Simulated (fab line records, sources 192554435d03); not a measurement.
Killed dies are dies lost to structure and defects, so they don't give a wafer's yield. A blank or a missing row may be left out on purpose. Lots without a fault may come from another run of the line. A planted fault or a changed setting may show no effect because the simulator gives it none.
One fault seen from 2 desks | flow n5_finfet | each desk has only its own numbers; what lay behind them comes last

THE TOOL OWNER'S DESK: rie_diel-05
The tool's own readings at N5_GATE_CUT_ETCH_19 (etches SiNx in CH3F/O2, target depth 53.7 nm, time 76.7 s): means of the sampled wafers that have a number, for each lot that ran on this tool. A lot is out of limits, marked OUT, if its mean lies more than 4 standard deviations from the usual mean; the brackets give that distance. Of its 8 readings 7 are shown: the one that was out of limits first, and those that lie furthest out on some lot.
Columns: A = bias_w at N5_GATE_CUT_ETCH_19, usual 72.99 W; B = etch_rf_on_time_s at N5_GATE_CUT_ETCH_19, usual 76.7 s; C = oes_o_777_au at N5_GATE_CUT_ETCH_19, usual 0.77 a.u.; D = oes_product_au at N5_GATE_CUT_ETCH_19, usual 0.65 a.u.; E = rf_vpp_V at N5_GATE_CUT_ETCH_19, usual 296 V; F = showerhead_plenum_p_Torr at N5_GATE_CUT_ETCH_19, usual 1.99 Torr; G = throttle_valve_pct at N5_GATE_CUT_ETCH_19, usual 16.46 %
lot  | first seen here | A     | B               | C    | D    | E   | F    | G
L578 | day 4 13:14     | 72.82 | 76.9            | 0.73 | 0.63 | 295 | 1.97 | 16.67
L585 | day 6 08:08     | 72.99 | 95.9 (+22) OUT  | 0.73 | 0.56 | 292 | 1.96 | 16.49
L586 | day 6 12:26     | 72.76 | 113.0 (+41) OUT | 0.91 | 0.61 | 288 | 2.14 | 16.45
L589 | day 7 06:59     | 73.14 | 94.6 (+20) OUT  | 0.88 | 0.68 | 288 | 2.14 | 16.46
L598 | day 9 16:26     | 73.03 | 78.0            | 0.75 | 0.63 | 289 | 2.03 | 16.50
This desk's finding: out of limits on L585, L586, L589; first on L585, day 6 08:08 (etch_rf_on_time_s at N5_GATE_CUT_ETCH_19). In limits: L578, L598.

THE METROLOGY DESK
What the gauges read, lot by lot, whatever tool the lot ran on: means of the sampled wafers that have a number. A lot is out of limits, marked OUT, if its mean lies more than 4 standard deviations from the usual mean; the brackets give that distance. Of its 11 readings 7 are shown: those that lie furthest out on some lot.
Columns: A = DIBL_N at N5_BEOL_M4_RC_MEAS_101, usual 36.8 mV/V; B = DIBL_P at N5_BEOL_M4_RC_MEAS_101, usual 37.1 mV/V; C = IOFF_N at N5_BEOL_M4_RC_MEAS_101, usual 0.168 nA/um; D = IOFF_P at N5_BEOL_M4_RC_MEAS_101, usual 0.22 nA/um; E = ION_N at N5_BEOL_M4_RC_MEAS_101, usual 679 uA/um; F = VT_N at N5_BEOL_M4_RC_MEAS_101, usual 248.8 mV; G = VT_P at N5_BEOL_M4_RC_MEAS_101, usual -250 mV
lot  | first seen here | A    | B    | C     | D    | E   | F     | G
L578 | day 4 15:35     | 37.3 | 38.3 | 0.184 | 0.22 | 675 | 247.4 | -251
L585 | day 6 10:28     | 38.5 | 37.2 | 0.185 | 0.24 | 690 | 249.4 | -248
L586 | day 6 14:47     | 38.1 | 39.0 | 0.203 | 0.23 | 689 | 245.7 | -250
L589 | day 7 10:07     | 34.2 | 32.7 | 0.123 | 0.16 | 660 | 253.3 | -254
L591 | day 7 21:10     | 35.4 | 33.9 | 0.150 | 0.21 | 669 | 249.1 | -250
L592 | day 8 02:04     | 37.7 | 36.0 | 0.167 | 0.24 | 665 | 250.6 | -249
L594 | day 8 13:17     | 37.0 | 37.0 | 0.169 | 0.23 | 687 | 248.0 | -248
L596 | day 9 01:46     | 38.0 | 38.0 | 0.184 | 0.24 | 694 | 245.0 | -248
L597 | day 9 10:13     | 35.3 | 36.0 | 0.136 | 0.19 | 666 | 251.1 | -252
L598 | day 9 18:47     | 38.1 | 36.7 | 0.162 | 0.18 | 679 | 250.2 | -256
This desk's finding: nothing out of limits on any of the 10 lots.

PUT TOGETHER
The tool owner's desk could have raised an alarm at day 6 08:08, on L585, L586, L589.
The metrology desk saw nothing out of limits.
The metrology desk has L585, L586, L589 on record, within its limits.
Of the lots named, all ran N5_GATE_CUT_ETCH_19 on rie_diel-05.

WHAT THE SIMULATOR HAD PUT IN
Process parameter drift: rie_diel-05, from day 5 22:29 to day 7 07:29, at N5_GATE_CUT_ETCH_19. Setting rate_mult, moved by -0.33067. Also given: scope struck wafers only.
Lots struck among those shown: L585, L586, L589.
Hours from the fault's start to each desk's first reading out of limits: the tool owner's desk, 10.
